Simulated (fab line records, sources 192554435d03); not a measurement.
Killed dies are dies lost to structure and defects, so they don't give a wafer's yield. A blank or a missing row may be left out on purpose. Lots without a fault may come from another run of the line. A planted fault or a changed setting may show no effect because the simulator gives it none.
Which tool did it? | flow n5_finfet | 14 lots, 42 wafers sampled, at 6 steps of a route of 1938

WHAT THE GAUGES READ, wafer by wafer
N5_BEOL_M6_CD_MEAS_18: pitch 80 nm, target cd 40 nm. Usual: cd_nm 40.1 nm, standard deviation 0.53.
lot  | measured     | on        | cd_nm (nm)     | flag
L654 | day 8 13:54  | cd_sem-01 | 39.4 40.0 39.0 |
L656 | day 8 16:35  | cd_sem-03 | 40.9 41.3 40.5 |
L655 | day 8 22:37  | cd_sem-02 | 41.0 39.7 40.0 |
L657 | day 9 02:21  | cd_sem-01 | 40.2 40.4 39.5 |
L659 | day 9 11:59  | cd_sem-02 | 40.5 39.7 40.1 |
L660 | day 10 04:49 | cd_sem-01 | 40.5 39.6 39.9 |
L661 | day 10 08:32 | cd_sem-01 | 40.0 39.5 39.1 |
L663 | day 10 19:41 | cd_sem-02 | 40.4 39.2 40.2 |
L664 | day 11 04:46 | cd_sem-01 | 40.2 39.9 40.3 |
L665 | day 11 13:01 | cd_sem-02 | 39.9 39.7 39.9 |
L666 | day 11 17:38 | cd_sem-03 | - - -          | OFF
L667 | day 11 21:56 | cd_sem-03 | - - -          | OFF
L676 | day 14 02:54 | cd_sem-02 | 39.6 40.5 40.1 |
L677 | day 14 19:35 | cd_sem-01 | 40.0 39.5 39.0 |

WHICH TOOL RAN EACH LOT (tool, then ch and the chambers of the sampled wafers, then the start)
lot  | N5_BEOL_M5_ANNEAL_89         | N5_BEOL_M5_ANNEAL_51             | N5_BEOL_M5_DEP_56               | N5_BEOL_M6_HM_DEP_02         | N5_BEOL_M6_HM_OPEN_17
L654 | pvd_sputter-01, day 8 09:29  | rtp_anneal-01 ch 0, day 8 10:44  | pecvd-04 ch 0,2, day 8 11:29    | pvd_sputter-01, day 8 12:46  | rie_metal-01 ch 1, day 8 13:43
L656 | pvd_sputter-03, day 8 11:23  | rtp_anneal-02 ch 0, day 8 12:38  | pecvd-02 ch 0,2, day 8 13:37    | pvd_sputter-02, day 8 15:33  | rie_metal-02 ch 0,1, day 8 16:25
L655 | pvd_sputter-01, day 8 16:47  | rtp_anneal-02 ch 0, day 8 18:02  | pecvd-02 ch 0,2, day 8 18:47    | pvd_sputter-02, day 8 21:34  | rie_metal-01 ch 0,1, day 8 22:26
L657 | pvd_sputter-02, day 8 20:01  | rtp_anneal-02 ch 0, day 8 21:16  | pecvd-01 ch 0,1,2, day 8 22:00  | pvd_sputter-03, day 9 00:41  | rie_metal-01 ch 0,1, day 9 01:58
L659 | pvd_sputter-03, day 9 07:55  | rtp_anneal-02 ch 0, day 9 09:07  | pecvd-02 ch 0,2, day 9 09:55    | pvd_sputter-02, day 9 10:58  | rie_metal-03 ch 0,1, day 9 11:48
L660 | pvd_sputter-01, day 9 21:26  | rtp_anneal-01 ch 0, day 9 22:40  | pecvd-04 ch 0,1,2, day 9 23:28  | pvd_sputter-01, day 10 03:40 | rie_metal-02 ch 0,1, day 10 04:37
L661 | pvd_sputter-03, day 10 03:49 | rtp_anneal-02 ch 0, day 10 05:02 | pecvd-04 ch 0,1,2, day 10 05:49 | pvd_sputter-01, day 10 07:16 | rie_metal-01 ch 0, day 10 08:07
L663 | pvd_sputter-02, day 10 12:52 | rtp_anneal-01 ch 0, day 10 14:04 | pecvd-04 ch 0,1, day 10 14:51   | pvd_sputter-02, day 10 18:33 | rie_metal-02 ch 0,1, day 10 19:17
L664 | pvd_sputter-03, day 11 00:34 | rtp_anneal-02 ch 0, day 11 01:52 | pecvd-04 ch 1,2, day 11 02:34   | pvd_sputter-03, day 11 03:50 | rie_metal-02 ch 0,1, day 11 04:37
L665 | pvd_sputter-02, day 11 07:03 | rtp_anneal-02 ch 0, day 11 08:16 | pecvd-01 ch 0,2, day 11 09:08   | pvd_sputter-03, day 11 12:05 | rie_metal-02 ch 0,1, day 11 12:50
L666 | pvd_sputter-03, day 11 10:13 | rtp_anneal-01 ch 0, day 11 11:25 | pecvd-04 ch 0,1,2, day 11 12:13 | pvd_sputter-02, day 11 16:26 | rie_metal-01 ch 1, day 11 17:17
L667 | pvd_sputter-02, day 11 15:20 | rtp_anneal-02 ch 0, day 11 16:38 | pecvd-04 ch 1,2, day 11 17:20   | pvd_sputter-02, day 11 20:43 | rie_metal-03 ch 0, day 11 21:40
L676 | pvd_sputter-01, day 13 19:22 | rtp_anneal-01 ch 0, day 13 20:38 | pecvd-02 ch 0,1,2, day 13 21:22 | pvd_sputter-02, day 14 01:50 | rie_metal-01 ch 0,1, day 14 02:43
L677 | pvd_sputter-03, day 14 11:32 | rtp_anneal-02 ch 0, day 14 12:45 | pecvd-04 ch 1,2, day 14 13:32   | pvd_sputter-03, day 14 15:22 | rie_metal-03 ch 0,1, day 14 19:12
- N5_BEOL_M5_ANNEAL_89: time 1800 s.
- N5_BEOL_M5_ANNEAL_51: time 90 s.
- N5_BEOL_M5_DEP_56: deposits SiCN from 3MS/NH3, target thk 8 nm, time 14 s.
- N5_BEOL_M6_HM_DEP_02: deposits TiN, target thk 20 nm.
- N5_BEOL_M6_HM_OPEN_17: chemistry Cl2/BCl3, target TiN, target depth 20 nm, overetch 6 nm.

WHAT THE TOOLS THEMSELVES READ (means of the sampled wafers that have a number; where no wafer has one, the mark that the record gives instead)
N5_BEOL_M5_ANNEAL_89. Usual: heater_power_w 833 W, standard deviation 65.
lot  | tool           | heater_power_w (W) | flag
L654 | pvd_sputter-01 | 812                |
L656 | pvd_sputter-03 | 822                |
L655 | pvd_sputter-01 | 861                |
L657 | pvd_sputter-02 | 900                |
L659 | pvd_sputter-03 | 822                |
L660 | pvd_sputter-01 | 867                |
L661 | pvd_sputter-03 | 802                |
L663 | pvd_sputter-02 | 894                |
L664 | pvd_sputter-03 | 819                |
L665 | pvd_sputter-02 | 843                |
L666 | pvd_sputter-03 | 802                |
L667 | pvd_sputter-02 | 864                |
L676 | pvd_sputter-01 | 881                |
L677 | pvd_sputter-03 | 794                |

N5_BEOL_M5_ANNEAL_51. Usual: wafer_temp_C_max 226.06, standard deviation 0.23.
lot  | tool          | wafer_temp_C_max | flag
L654 | rtp_anneal-01 | 226.07           |
L656 | rtp_anneal-02 | 226.27           |
L655 | rtp_anneal-02 | 226.21           |
L657 | rtp_anneal-02 | 225.88           |
L659 | rtp_anneal-02 | 225.91           |
L660 | rtp_anneal-01 | 226.12           |
L661 | rtp_anneal-02 | 225.94           |
L663 | rtp_anneal-01 | 226.06           |
L664 | rtp_anneal-02 | 226.04           |
L665 | rtp_anneal-02 | 225.93           |
L666 | rtp_anneal-01 | 225.99           |
L667 | rtp_anneal-02 | 226.16           |
L676 | rtp_anneal-01 | 225.99           |
L677 | rtp_anneal-02 | 226.10           |

N5_BEOL_M5_DEP_56. Usual: chamber_pressure_Torr 3.000 Torr, standard deviation 0.006; rf_fwd_power_W 199.7 W, standard deviation 1; showerhead_plenum_p_Torr 3.664 Torr, standard deviation 0.013; throttle_valve_pct 8.8 %, standard deviation 0.43.
lot  | tool     | chamber_pressure_Torr (Torr) | rf_fwd_power_W (W) | showerhead_plenum_p_Torr (Torr) | throttle_valve_pct (%) | flag
L654 | pecvd-04 | 3.002                        | 199.2              | 3.668                           | 8.5                    |
L656 | pecvd-02 | 3.000                        | 199.0              | 3.685                           | 9.1                    |
L655 | pecvd-02 | 2.995                        | 198.6              | 3.688                           | 9.0                    |
L657 | pecvd-01 | 3.001                        | 199.3              | 3.648                           | 8.8                    |
L659 | pecvd-02 | 2.997                        | 198.8              | 3.691                           | 9.2                    |
L660 | pecvd-04 | 3.007                        | 199.5              | 3.662                           | 8.8                    |
L661 | pecvd-04 | 3.001                        | 199.7              | 3.669                           | 8.9                    |
L663 | pecvd-04 | 3.003                        | 200.6              | 3.666                           | 9.1                    |
L664 | pecvd-04 | 2.996                        | 199.8              | 3.661                           | 8.7                    |
L665 | pecvd-01 | 3.004                        | 198.9              | 3.647                           | 8.8                    |
L666 | pecvd-04 | 3.000                        | 199.8              | 3.667                           | 8.7                    |
L667 | pecvd-04 | 3.000                        | 199.9              | 3.660                           | 8.6                    |
L676 | pecvd-02 | 3.005                        | 200.5              | 3.678                           | 9.1                    |
L677 | pecvd-04 | 3.001                        | 198.7              | 3.658                           | 8.5                    |

N5_BEOL_M6_HM_DEP_02. Usual: chamber_pressure_pa 0.5000 Pa, standard deviation 0.00098; substrate_temp_c 25.01 C, standard deviation 0.1; throttle_valve_pct 29.8 %, standard deviation 0.99.
lot  | tool           | chamber_pressure_pa (Pa) | substrate_temp_c (C) | throttle_valve_pct (%) | flag
L654 | pvd_sputter-01 | 0.4999                   | 24.91                | 30.0                   |
L656 | pvd_sputter-02 | 0.4996                   | 25.01                | 29.1                   |
L655 | pvd_sputter-02 | 0.4997                   | 25.04                | 29.3                   |
L657 | pvd_sputter-03 | 0.5001                   | 24.95                | 30.6                   |
L659 | pvd_sputter-02 | 0.4996                   | 24.95                | 29.1                   |
L660 | pvd_sputter-01 | 0.4995                   | 25.05                | 29.9                   |
L661 | pvd_sputter-01 | 0.4996                   | 24.92                | 29.9                   |
L663 | pvd_sputter-02 | 0.5007                   | 25.07                | 29.2                   |
L664 | pvd_sputter-03 | 0.4993                   | 24.86                | 30.7                   |
L665 | pvd_sputter-03 | 0.4990                   | 25.02                | 29.6                   |
L666 | pvd_sputter-02 | -                        | -                    | -                      | OFF
L667 | pvd_sputter-02 | -                        | -                    | -                      | OFF
L676 | pvd_sputter-02 | 0.4994                   | 25.06                | 28.9                   |
L677 | pvd_sputter-03 | 0.4993                   | 25.03                | 30.6                   |

N5_BEOL_M6_HM_OPEN_17. Usual: drypump_motor_current_A 5.7 A, standard deviation 0.41; oes_product_au 0.61 a.u., standard deviation 0.097; throttle_valve_pct 22.32 %, standard deviation 0.19.
lot  | tool         | drypump_motor_current_A (A) | oes_product_au (a.u.) | throttle_valve_pct (%) | flag
L654 | rie_metal-01 | 6.1                         | 0.56                  | 22.54                  |
L656 | rie_metal-02 | 5.8                         | 0.61                  | 22.27                  |
L655 | rie_metal-01 | 5.8                         | 0.53                  | 22.41                  |
L657 | rie_metal-01 | 5.9                         | 0.56                  | 22.46                  |
L659 | rie_metal-03 | 5.3                         | 0.69                  | 22.18                  |
L660 | rie_metal-02 | 5.8                         | 0.60                  | 22.28                  |
L661 | rie_metal-01 | 5.6                         | 0.50                  | 22.36                  |
L663 | rie_metal-02 | 5.4                         | 0.63                  | 22.17                  |
L664 | rie_metal-02 | 5.8                         | 0.60                  | 22.28                  |
L665 | rie_metal-02 | 5.4                         | 0.62                  | 22.17                  |
L666 | rie_metal-01 | 6.1                         | 0.25                  | 23.19                  | OFF
L667 | rie_metal-03 | 5.7                         | 0.22                  | 23.10                  | OFF
L676 | rie_metal-01 | 5.9                         | 0.63                  | 22.45                  |
L677 | rie_metal-03 | 5.3                         | 0.77                  | 22.02                  |

THE ANSWER, worked out from the rows above alone
Rule: a lot is off if the mean of its wafers that have a number lies more than 3 standard deviations from the usual mean. A lot without any number at a reading at which 4 lots or more have one is off too. The other lots that the step has rows for count as sound. The gauges are gone through in route order, then the tools' own readings, and for those a lot's mean is taken as printed above. The first step at which some lot is off is used, and at that step the reading that is off furthest; a lot without a number counts as furthest.
Off: L666, L667, at N5_BEOL_M6_CD_MEAS_18 (cd_nm). Without a number there: L666, L667.
A tool fits if, at a process step before that reading, it ran every lot that is off, and no sound lot after the first of them. The gauges at N5_BEOL_M6_CD_MEAS_18 aren't tried: what is off there is off at N5_BEOL_M6_HM_DEP_02 too, on other tools, and a gauge's error can't cause that. None of those tried fits.

WHAT THE SIMULATOR HAD PUT IN
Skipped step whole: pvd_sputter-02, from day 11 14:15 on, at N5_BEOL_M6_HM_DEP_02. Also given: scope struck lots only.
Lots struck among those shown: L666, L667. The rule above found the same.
